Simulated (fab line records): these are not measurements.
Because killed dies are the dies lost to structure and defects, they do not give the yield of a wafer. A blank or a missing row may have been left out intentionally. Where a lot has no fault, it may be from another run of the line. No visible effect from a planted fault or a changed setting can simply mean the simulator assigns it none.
Comparing a struck lot with a sound one    flow n5Finfet    25 steps out of a route of 1938
Sound: the wafers L762.3, L762.4, L762.6. Struck: wafer L755.6; the same lot's L755.2 was not struck, so it is left out; see the end for the cause.
At each step with rows: each side's tool, then ch and its chambers, then its first start. Under that, the readings that differ: sound wafers    struck wafers    difference of the means    sigmas: that difference in standard deviations of wafers without a fault.
alike: readings whose means differ by less than 2 such deviations, and words and numbers that are the same on both sides. not compared: withheld readings, readings that some wafer has no value for, bounds like >300 that may hide the same value, and numbers for which the record gives no deviation and whose values overlap.
A row with sigmas, a row that says differs or no value, or rows on one side alone: a step with any of these is where the two part. Numbers that don't overlap but have no deviation are shown without sigmas and don't part them. A reading missing from all wafers of one side parts the sides only when that side holds two or more wafers.

first, 1 step without rows for these wafers: N5_BEOL_M12_HARDBAKE_32 (time 120 s).
N5_BEOL_M12_CD_MEAS_28: the cd target is 160.2 nm.
  sound on cdSem-02 ch 0, day 14 22:34; struck on cdSem-03 ch 0, day 13 14:28
  alike: cdNm
N5_BEOL_M12_OVL_MEAS_29:
  sound on overlay-02 ch 0, day 14 22:35; struck on overlay-02 ch 0, day 13 14:29
  alike: M12_OVL
N5_BEOL_M12_INSPECT_30: inspects for defects (macro).
  sound on defectInspect-01, day 14 22:37; struck on defectInspect-02, day 13 14:31
  alike: rawDefectCount
N5_BEOL_M12_DESCUM_33: chemistry O2, time 7.9 s.
  sound on rieDiel-01 ch 1,3, day 14 23:07; struck on rieDiel-06 ch 1, day 13 14:33
  alike: biasPowerW, drypumpMotorCurrentA, oesProductAu, rfVppV, showerheadPlenumPTorr, throttleValvePct
  not compared: rfHoursCounterH
then, 1 step without rows for these wafers: N5_BEOL_M12_ETCH_67 (etches SiARC in CF4, target depth 143 nm, time 238.3 s).
N5_BEOL_M12_ETCH_68: etches SOC in N2/H2, time 285 s.
  sound on rieDiel-01 ch 1,3, day 14 23:17; struck on rieDiel-06 ch 1, day 13 14:44
  alike: drypumpMotorCurrentA, oesProductAu, rfVppV, showerheadPlenumPTorr, throttleValvePct
  not compared: rfHoursCounterH
then, 3 steps without rows for these wafers: N5_BEOL_M12_STRIP_69 (strips in N2/H2); N5_BEOL_M12_TRENCH_ETCH_34 (etches SiOC in C4F8/O2/Ar, target depth 318.95 nm, time 125.5 s); N5_BEOL_M12_STRIP_70 (strips in C4F8/O2/Ar).
N5_BEOL_M12_OCD_MEAS_35:
  sound on ocd-01, day 14 23:38; struck on ocd-02, day 13 15:04
  alike: trenchDepthNm
then, 1 step without rows for these wafers: N5_BEOL_M12_STRIP_37 (strips in N2/H2).
N5_BEOL_M12_ETCH_38: etches SiCN in CF4/N2, target depth 68.7 nm, time 73.4 s.
  sound on rieDiel-01 ch 0,1,3, day 15 00:05; struck on rieDiel-06 ch 2, day 13 17:11
reading                                       sound           struck  difference  sigmas
model.etch.depthNm (nm)                       59 58.55 58.03  34.55   -23.98      
model.SiOC_of_BEOL_M12_ILD_DEP_00.thkNm (nm)  614.4 623 619   639.6   +20.8       
  alike: drypumpMotorCurrentA, oesProductAu, rfVppV, showerheadPlenumPTorr, throttleValvePct
  not compared: rfHoursCounterH
then, 3 steps without rows for these wafers: N5_BEOL_M12_PRECLEAN_39 (cleans in residue remover, time 60 s); N5_BEOL_M12_SRD_40 (time 30 s, dry time 30 s); N5_BEOL_M12_DEGAS_41 (time 60 s).
N5_BEOL_M12_PRE_CLEAN_42: time 30 s.
  sound on pvdSputter-02, day 15 00:26; struck on pvdSputter-01, day 13 18:10
  alike: heaterPowerW
then, 1 step without rows for these wafers: N5_BEOL_M12_SPUTTER_43 (material TaN, target thk 15 nm, time 24.19 s).
N5_BEOL_M12_SPUTTER_44: material Ta, target thk 10 nm, time 16.13 s.
  sound on pvdSputter-02, day 15 00:34; struck on pvdSputter-01, day 13 18:17
  alike: throttleValvePct
N5_BEOL_M12_SPUTTER_45: material Cu, target thk 80 nm, time 13.33 s.
  sound on pvdSputter-02, day 15 00:38; struck on pvdSputter-01, day 13 18:22
  alike: throttleValvePct
then, 2 steps without rows for these wafers: N5_BEOL_M12_ECD_47 (material Cu, target thk 720 nm); N5_BEOL_M12_ANNEAL_48 (time 90 s).
N5_BEOL_M12_CMP_49: polishes, stops on SiOC, t overpolish 20.6 s, target thk 320 nm.
  sound on cmp-01 ch 0,2, day 15 01:12; struck on cmp-02 ch 0, day 13 19:01
reading                                       sound          struck  difference  sigmas
model.SiOC_of_BEOL_M12_ILD_DEP_00.thkNm (nm)  604.4 613 609  629.6   +20.8       
  alike: barrierFieldEndpointS, motorCurrentA, overpolishRunS
  not compared: padLifeWafers
N5_BEOL_M12_THK_MEAS_50: measures by xrf.
  sound on filmMetro-01, day 15 01:29; struck on filmMetro-01, day 13 19:14
  alike: M12_THK
N5_PASSIVATION_PROBE_49:
  sound on prober-01, day 16 07:38; struck on prober-01, day 15 01:58
reading           sound   struck  difference  sigmas
killedAtContacts  9 19 6  32      +21         +3
  alike: defectLimitedYield, killed_at_M0_to_M3, killed_at_M4_up, killedAtFrontEnd, killedAtOther, killedDies, killedOpen, killedShort, sort_bin_5_function, sort_bin_6_memory, sortNPass, sortYieldPct

WHERE THEY PART
At N5_PASSIVATION_PROBE_49 and nowhere else, as far as this record goes.

WHY: whatever the simulator had introduced
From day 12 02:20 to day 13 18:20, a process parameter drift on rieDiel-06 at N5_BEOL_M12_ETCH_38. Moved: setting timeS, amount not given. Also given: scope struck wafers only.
